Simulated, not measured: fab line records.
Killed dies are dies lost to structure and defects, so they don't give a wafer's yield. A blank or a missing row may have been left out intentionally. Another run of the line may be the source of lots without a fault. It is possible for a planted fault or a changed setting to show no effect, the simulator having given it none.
Problem report, 8D (eight disciplines) form, completed by code | flow nandHarc | the parts of the form that need people (team, actions taken, sign-off) are left out

== 1. THE PROBLEM ==
Wafers without a fault read 232.7 s, standard deviation 0.5; runLengthS at NHARC_A_STAIRCASE_TRIM_226 reads a mean of 166.0 s on 3 wafers belonging to 2 lots. So: -99 or more standard deviations from the usual mean.
The step: chemistry O2, time 211.2 s.
First seen on wafer L753.3, day 14 21:38, on rieDiel-10. The record holds 37 wafers of 13 lots with a number at this step. By rule, "out" or "out of limits" means more than 4 standard deviations away from the usual mean. The other wafers with a number count as sound.

== 2. WHAT IT IS AND WHAT IT IS NOT ==
question                    | is                     | is not
which readings at this step | runLengthS             | oesProductAu, showerheadPlenumPTorr
which lots                  | L753, L759             | L741, L742, L744, L745, L746, L748, L750, L760, L761, L762, L764
which wafers of those lots  | L753.3, L759.1, L759.3 | L759.4
read on which tools         | rieDiel-10             | rieDiel-01, rieDiel-09
when                        | from day 14 21:38      | up to then (21 sound wafers); but 13 sound wafers of L759, L760, L761, L762, L764 came after

== 3. WHAT RULES OUT EACH SUSPECT ==
Counting: a tool at a process step up to the reading stays a suspect if it ran every lot that is out. Sound lots after the first of them don't rule it out here, since some wafers of a struck lot are sound.
- rieDiel-10 at NHARC_A_STAIRCASE_TRIM_226 (chemistry O2, time 211.2 s): kept. Every lot that is out went through it, the first being L753 (day 14 21:38); the last sound lot it ran before that was L750 (day 13 16:19). Its own runLengthS readings are out on those wafers.
- Within rieDiel-10 at NHARC_A_STAIRCASE_TRIM_226: the wafers that are out ran in chambers 1, 2; their sound lot-mates ran in chamber 0.
Remaining after the count: rieDiel-10 at NHARC_A_STAIRCASE_TRIM_226.

== 4. THE CAUSE (what the simulator had put in) ==
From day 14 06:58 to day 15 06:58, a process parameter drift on rieDiel-10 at NHARC_A_STAIRCASE_TRIM_226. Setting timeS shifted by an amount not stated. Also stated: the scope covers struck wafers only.
After counting, this tool was the only one left.

== 5. THE CHAIN OF EFFECTS, in route order ==
One row per reading whose mean, taken over the struck wafers that have a number, lies over 3 standard deviations from the usual. Scope: only readings with a usual standard deviation given in the record; hours: median across lots of the time from each lot's start at the first step in this table that gives one to its start at this step; sigmas: change in usual standard deviations.
hours | step                       | reading    | usual   | on struck wafers | change | sigmas
0     | NHARC_A_STAIRCASE_TRIM_226 | runLengthS | 232.7 s | 166.0            | -66.7  | -99 or more
Process steps it contains:
- NHARC_A_STAIRCASE_TRIM_226: chemistry O2, time 211.2 s.
Later steps that measure or inspect, where all struck wafers having a row at the step show a number for every such reading and not one has moved that far: NHARC_END_SORT_01.

== 6. WHAT WOULD HAVE CAUGHT IT SOONER ==
The fault began at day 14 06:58; the first out-of-limits reading in this record came at day 14 21:38, 15 hours later.
